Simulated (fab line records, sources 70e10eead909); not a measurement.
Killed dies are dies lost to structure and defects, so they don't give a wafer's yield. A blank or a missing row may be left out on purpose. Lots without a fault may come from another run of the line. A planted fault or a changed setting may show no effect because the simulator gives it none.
fab line records | flow nand_harc
record lots=4 wafers=12 last_day=31
route steps=1302 shown A_ONON_D2@547 A_CHANNEL_HOLE_D2@570 END@1302
lots that met no fault: from a run of the same line without faults
start_h: hours from the record's first day to the start of the lot's first wafer shown | wait_h: hours since the lot's step before | " the same as in the row above | L1.1+2: a row that stands for several wafers | - no value, or no start given | * or withheld: withheld | < > ~ a bound
route shown NAME@n: a module of which the file shows steps, and the number in the route of the first | usual: mean/standard deviation of fault-free wafers | same: alike in all rows | chamber/n: place in a boat | sites: the reading at each site | _std_site: their standard deviation | _edge_site: outer sites' mean less inner sites' | radius_mm: how far each site lies from the wafer's centre | mask NAME#n: copy n | behind: the tool/chamber that last shaped the wafer | hold: why the lot was held/for how many hours/how that ended | device: the transistor (n, p or np) that didn't switch | end of line: the same wafers' tests at the end of the route | a step without rows: its recipe alone | killed: dies lost to structure and defects at the first sort, not the wafer's yield | map: a wafer's dies, x killed, . not, _ none there
set.NAME: the setting as run; set.NAME@STEP: as run at that earlier step | model.NAME: the simulator's own value behind a step, which no gauge read
lots at some steps of the route; a table a step, a row a wafer
services: from which hour (start_h, from the record's first day; less than 0 if before it) a tool's chamber was out of use, for how many hours, and why
## steps
# step NHARC_A_ONON_D2_DEP_03
# recipe target_thk_a=10000 n2_flow_sccm=2750 n2o_flow_sccm=2000 nh3_flow_sccm=500 sih4_flow_sccm=210 temp_c=400
# step NHARC_A_ONON_D2_DEP_06
# recipe target_thk_a=10000 n2_flow_sccm=2750 n2o_flow_sccm=2000 nh3_flow_sccm=500 sih4_flow_sccm=210 temp_c=400
# step NHARC_A_ONON_D2_DEP_09
# recipe target_thk_a=10000 n2_flow_sccm=2750 n2o_flow_sccm=2000 nh3_flow_sccm=500 sih4_flow_sccm=210 temp_c=400
# step NHARC_A_ONON_D2_DEP_12
# recipe target_thk_a=10000 n2_flow_sccm=2750 n2o_flow_sccm=2000 nh3_flow_sccm=500 sih4_flow_sccm=210 temp_c=400
# step NHARC_A_ONON_D2_ANNEAL_15
# recipe temp_c=750 time_s=3600
# step NHARC_A_ONON_D2_DEP_16
# recipe target_thk_a=10000 n2_flow_sccm=2750 n2o_flow_sccm=2000 nh3_flow_sccm=500 sih4_flow_sccm=210 temp_c=400
# step NHARC_A_ONON_D2_DEP_19
# recipe target_thk_a=10000 n2_flow_sccm=2750 n2o_flow_sccm=2000 nh3_flow_sccm=500 sih4_flow_sccm=210 temp_c=400
# columns lot.wafer tool chamber start_h wait_h
L355.1+4+5 pecvd_onon-01 0 324.82 0.1
L356.3+4+6 pecvd_onon-04 0 324.94 0.2
L368.1+4+5 pecvd_onon-04 0 454.98 0.1
L369.2+3+4 pecvd_onon-04 0 470.91 0.1
# step NHARC_A_ONON_D2_DEP_22
# recipe target_thk_a=10000 n2_flow_sccm=2750 n2o_flow_sccm=2000 nh3_flow_sccm=500 sih4_flow_sccm=210 temp_c=400
# step NHARC_A_ONON_D2_DEP_25
# recipe target_thk_a=10000 n2_flow_sccm=2750 n2o_flow_sccm=2000 nh3_flow_sccm=500 sih4_flow_sccm=210 temp_c=400
# step NHARC_A_ONON_D2_DEP_28
# recipe target_thk_a=10000 n2_flow_sccm=2750 n2o_flow_sccm=2000 nh3_flow_sccm=500 sih4_flow_sccm=210 temp_c=400
# step NHARC_A_ONON_D2_DEP_33
# recipe target_thk_a=2000 temp_c=400 pressure_torr=6.5 rf_w=900 teos_flow_sccm=161.4 flow_sccm=2650 target_thk_nm=200 gas=O2 material=SiO2
# step NHARC_A_CHANNEL_HOLE_D2_DEP_00
# recipe target_thk_a=31000 temp_c=400 material=aC
# step NHARC_A_CHANNEL_HOLE_D2_DEP_01
# recipe target_thk_a=1400 target_thk_nm=140 temp_c=400 pressure_torr=3.5 flow_sccm=200 rf_w=350 material=SiON
# step NHARC_A_CHANNEL_HOLE_D2_DEHYDRATE_02
# recipe temp_c=150 time_s=120
# step NHARC_A_CHANNEL_HOLE_D2_HMDS_03
# recipe time_s=30
# step NHARC_A_CHANNEL_HOLE_D2_COAT_36
# recipe temp_c=260 time_s=75
# step NHARC_A_CHANNEL_HOLE_D2_COAT_37
# recipe temp_c=225 time_s=65
# step NHARC_A_CHANNEL_HOLE_D2_COAT_04
# recipe spin_rpm=1500 resist_thk_nm=90
# step NHARC_A_CHANNEL_HOLE_D2_SOFTBAKE_05
# recipe temp_c=105 time_s=55
# step NHARC_A_CHANNEL_HOLE_D2_EBR_06
# step NHARC_A_CHANNEL_HOLE_D2_EXPOSE_07
# recipe na=1.35 target_cd_nm=100 sigma_outer=0.3 dose_mj=59.65 mask_id=HOLE_D2
# step NHARC_A_CHANNEL_HOLE_D2_PEB_08
# recipe peb_temp_c=100 peb_time_s=65
# step NHARC_A_CHANNEL_HOLE_D2_DEVELOP_09
# recipe develop_time_s=35 dev_temp_c=23
# step NHARC_A_CHANNEL_HOLE_D2_DESCUM_15
# recipe time_s=3 o2_flow_sccm=200 ar_flow_sccm=0 bias_power_w=0 chemistry=O2
# step NHARC_A_CHANNEL_HOLE_D2_ETCH_38
# recipe target_depth_a=390 over_etch_frac=0.3 time_s=65 ion_energy_ev=80 cf4_flow_sccm=150 ar_flow_sccm=0 rf_w=300 bias_w=100 chemistry=CF4
# step NHARC_A_CHANNEL_HOLE_D2_ETCH_39
# recipe target_depth_a=2600 over_etch_frac=0.3 time_s=325 ion_energy_ev=200 n2_flow_sccm=150 h2_flow_sccm=150 ar_flow_sccm=0 rf_w=400 bias_w=150 chemistry=N2/H2
# step NHARC_END_SORT_01
# recipe temp_c=25
# usual killed_at_array=55/20 killed_at_other=0.7/0.96 killed_at_periphery=4.1/2.4 killed_dies=60/20 killed_open=3.3/1.9 killed_short=2.8/1.6
# same gross_dies=677
# columns lot.wafer tool chamber start_h wait_h killed_at_array killed_at_other killed_at_periphery killed_dies killed_open killed_short
L356.3 prober-01 0 608.66 3.1 78 0 1 79 2 4
L356.4 prober-01 0 609.46 3.4 93 0 2 95 2 3
L356.6 prober-01 0 611.06 4.0 80 1 2 83 5 4
L368.1 prober-01 0 740.31 2.5 158 0 4 162 1 2
L368.4 prober-01 0 742.72 3.4 154 0 3 157 3 1
L368.5 prober-01 0 743.52 3.7 139 1 4 144 1 2
L369.2 prober-01 0 748.93 2.8 165 0 3 168 3 0
L369.3 prober-01 0 749.73 3.1 157 0 8 165 3 2
L369.4 prober-01 0 750.54 3.4 165 0 2 167 2 4
# killed by level:class
L356.3 A_CHANNEL_HOLE_D1:chamber_film_flake=31 A_SLIT:chamber_film_flake=19 A_CHANNEL_HOLE_D2:chamber_film_flake=9 A_CONTACT:chamber_film_flake=5 A_STAIRCASE:chamber_film_flake=3 A_WL_FILL:chamber_film_flake=2 A_CHANNEL_FILL_D1:geometric_particle:short=1 A_DECK1_JOINT:geometric_particle:short=1
L356.4 A_CHANNEL_HOLE_D1:chamber_film_flake=34 A_SLIT:chamber_film_flake=24 A_CONTACT:chamber_film_flake=14 A_CHANNEL_HOLE_D2:chamber_film_flake=11 A_CHANNEL_FILL_D2:chamber_film_flake=3 P_STI:geometric_particle:open=1 A_ONON_D1:geometric_particle:short=1 A_CHANNEL_HOLE_D1:geometric_particle:open=1
L356.6 A_CHANNEL_HOLE_D1:chamber_film_flake=32 A_SLIT:chamber_film_flake=17 A_CHANNEL_HOLE_D2:chamber_film_flake=9 A_CONTACT:chamber_film_flake=5 A_STAIRCASE:chamber_film_flake=3 A_WL_FILL:chamber_film_flake=3 A_WL_FILL:geometric_particle:short=2 P_GATE:geometric_particle:short=1
L368.1 A_ONON_D2:unspecified=102 A_CHANNEL_HOLE_D1:chamber_film_flake=27 A_CONTACT:chamber_film_flake=11 A_CHANNEL_HOLE_D2:chamber_film_flake=9 A_STAIRCASE:chamber_film_flake=4 P_STI:chamber_film_flake=3 A_SLIT:chamber_film_flake=2 A_ONON_D1:geometric_particle:open=1
L368.4 A_ONON_D2:unspecified=100 A_CHANNEL_HOLE_D1:chamber_film_flake=25 A_CHANNEL_HOLE_D2:chamber_film_flake=11 A_STAIRCASE:chamber_film_flake=6 A_SLIT:chamber_film_flake=5 P_STI:chamber_film_flake=2 A_WL_FILL:chamber_film_flake=2 A_DECK1_JOINT:geometric_particle:short=1
L368.5 A_ONON_D2:unspecified=92 A_CHANNEL_HOLE_D1:chamber_film_flake=23 A_CHANNEL_HOLE_D2:chamber_film_flake=7 A_STAIRCASE:chamber_film_flake=7 A_CONTACT:chamber_film_flake=4 P_STI:chamber_film_flake=2 A_SLIT:chamber_film_flake=2 A_ONON_D1:geometric_particle:short=1
L369.2 A_ONON_D2:unspecified=95 A_SLIT:chamber_film_flake=29 A_CHANNEL_HOLE_D1:chamber_film_flake=28 A_CHANNEL_HOLE_D2:chamber_film_flake=7 P_GATE:chamber_film_flake=2 A_CONTACT:chamber_film_flake=2 A_SOURCE_PLATE:geometric_particle:open=1 A_CHANNEL_HOLE_D1:geometric_particle:open=1
L369.3 A_ONON_D2:unspecified=92 A_SLIT:chamber_film_flake=23 A_CHANNEL_HOLE_D1:chamber_film_flake=22 A_CHANNEL_HOLE_D2:chamber_film_flake=14 P_GATE:chamber_film_flake=4 P_GATE:geometric_particle:open=2 A_STAIRCASE:chamber_film_flake=2 A_CONTACT:chamber_film_flake=2
L369.4 A_ONON_D2:unspecified=92 A_CHANNEL_HOLE_D1:chamber_film_flake=28 A_CHANNEL_HOLE_D2:chamber_film_flake=22 A_SLIT:chamber_film_flake=13 A_CONTACT:chamber_film_flake=3 A_STAIRCASE:chamber_film_flake=2 P_M0:geometric_particle:short=1 A_CHANNEL_FILL_D1:geometric_particle:short=1
# map L368.1 (x killed, . not)
____________.____________
_________...x..._________
_______...x.x....._______
______...xx........______
_____....xxxxxx.x..._____
____.....xxxxxx..x...____
____......xxxx.xxx...____
___x......xxxxxx..x.x.___
___.......xxxxxxxx..x.___
__..x....x.x.xxxxx.xx..__
__.........xxxxxxxx...x__
_........x.xxxxxxxx....._
_..x..x....xxxxxxxxx...._
_.........xxxxxxxxx....._
_..........xxxxxxxxx...._
_.........xxxxxxxxxx...._
...........xxxxxxxx......
...x......xxxxxxxxx......
.........x.xxxxxxxx......
............xxxxxx.......
........x....xxxxx.......
_...........xxx........._
_.................x....._
_......................._
_......................._
_......................._
__.....................__
__.................xx..__
___..x................___
___.................x.___
____................x____
____...............xx____
_____..............._____
______.............______
_______........x.._______
_________......._________
____________.____________
# map L369.2 (x killed, . not)
____________.____________
_________......._________
_______..........._______
______......x.x....______
_____x.......xxx...._____
____.x.x...xxxxx.....____
____xxx...xxxxx......____
___xxxxx.x.xxxxxxx....___
___.xxxx..x.xxxxx.x...___
__x..xx....xxxxxxx.....__
__xxxxx....xxxxxxx.x...__
_.x.xxx....xxxxxxx..x..._
_....x.....xxxxxxxxx...._
_.x........xxxxxxxx....._
_.........xxxxxxxxxx...._
_........xxxxxxxxxxx...._
...........xxxxxxxxx.....
x.........xxxxxxxxx......
...........xxxxxxx.......
..............xxxx.......
...........x.xxxxxx......
_............xx........._
_.............x........._
_..................x...._
_......................._
_......................._
__.....................__
__..........x........x.__
___.....x.............___
___..x................___
____x...............x____
____.................____
_____..............x_____
______.............______
_______..........._______
_________......._________
____________.____________
## services
# columns tool chamber start_h hours kind
pecvd_onon-04 - 311.28 13.0 pm
pecvd_onon-01 - 450.00 13.0 pm
## key
first_sign step=NHARC_END_SORT_01 reading=killed_dies direction=up sigmas=5.1 usual=60 struck=160
effect step=NHARC_END_SORT_01 reading=killed_at_array direction=up sigmas=5.1 usual=55 struck=156
more_kills_born_at NHARC_A_ONON_D2_DEP_19@pecvd_onon-04=573
met_at NHARC_A_ONON_D2_DEP_19
struck_wafers L368.1,L368.4,L368.5,L369.2,L369.3,L369.4
tester_left_out L368,L369
onset_between 324.94 454.98
also_fits time
fault kind=chamber_particle_source tool=pecvd_onon-04 chamber=- onset_h=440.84 steps=NHARC_A_ONON_D2_DEP_19 rate_per_visit_cm2=1.644 end_h=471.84
# tester_left_out: of these lots the tester's yield and bins aren't shown, on N5 and GAA mostly nor the transistor test; their killed dies are dies lost to structure and defects alone, not to doping, threshold or leakage, so they don't give the yield
